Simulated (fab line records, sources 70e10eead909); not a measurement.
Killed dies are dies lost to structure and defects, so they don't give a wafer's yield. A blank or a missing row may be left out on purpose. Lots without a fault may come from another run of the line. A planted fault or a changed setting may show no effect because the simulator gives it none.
A struck lot beside a sound one | flow nand_harc | 13 steps out of a route of 1302
Sound: wafers L603.2, L603.4, L603.6. Struck: wafers L614.3, L614.4, L614.6. The cause comes at the end.
At each step with rows: each side's tool, then ch and its chambers, then its first start. Under that, the readings that differ: sound wafers | struck wafers | difference of the means | sigmas: that difference in standard deviations of wafers without a fault.
alike: readings whose means differ by less than 2 such deviations, and words and numbers that are the same on both sides. not compared: withheld readings, readings that some wafer has no value for, bounds like >300 that may hide the same value, and numbers for which the record gives no deviation and whose values overlap.
The two part at a step that has a row with sigmas, a row that says differs or no value, or rows on one side only. Numbers that don't overlap but have no deviation are shown without sigmas and don't part them. A reading that every wafer of one side lacks parts them only if that side has two wafers or more.

NHARC_P_CONTACT_CMP_24: polishes, t overpolish 30 s, target thk 200 nm.
  sound on cmp-02 ch 0,1,2, day 6 04:19; struck on cmp-02 ch 1,2,3, day 10 22:55
  reading                | sound          | struck         | difference | sigmas
  time_to_endpoint_s (s) | 35.4 36.3 36.8 | 41.5 42.2 39.9 | +5.0       | +2
  alike: motor_current_A, overpolish_run_s, retaining_ring_pressure_frac
then, 1 step without rows for these wafers: NHARC_P_CONTACT_SRD_26.
NHARC_P_CONTACT_INSPECT_27:
  sound on defect_inspect-02, day 6 04:44; struck on defect_inspect-02, day 10 23:19
  alike: raw_defect_count
then, 8 steps without rows for these wafers: NHARC_P_M0_DEP_00 (deposits SiOC, target thk 150 nm); NHARC_P_M0_DEHYDRATE_01 (time 120 s); NHARC_P_M0_HMDS_02 (time 30 s); NHARC_P_M0_COAT_33 (time 65 s); NHARC_P_M0_COAT_03 (resist thk 90 nm); NHARC_P_M0_SOFTBAKE_04 (time 55 s); NHARC_P_M0_EBR_05; NHARC_P_M0_EXPOSE_06 (exposes mask P M0, target cd 90 nm).
NHARC_P_M0_PEB_07: peb time 65 s.
  sound on litho_track-01 ch 0, day 6 05:33; struck on litho_track-06 ch 0, day 11 00:11
  reading                  | sound                | struck            | difference | sigmas
  heater_power_total_W (W) | 156.8 156.9 156.5    | 146.8 146.8 147.3 | -9.8       | -23
  plate_temp_C (C)         | 100.07 100.10 100.25 | 95.71 95.61 95.57 | -4.51      | -38
  alike: resist_line_temp_C
then, 1 step without rows for these wafers: NHARC_P_M0_DEVELOP_08 (develop time 35 s).

WHERE THEY PART
First at NHARC_P_CONTACT_CMP_24; last, within this record, at NHARC_P_M0_PEB_07.

WHY: what the simulator had put in
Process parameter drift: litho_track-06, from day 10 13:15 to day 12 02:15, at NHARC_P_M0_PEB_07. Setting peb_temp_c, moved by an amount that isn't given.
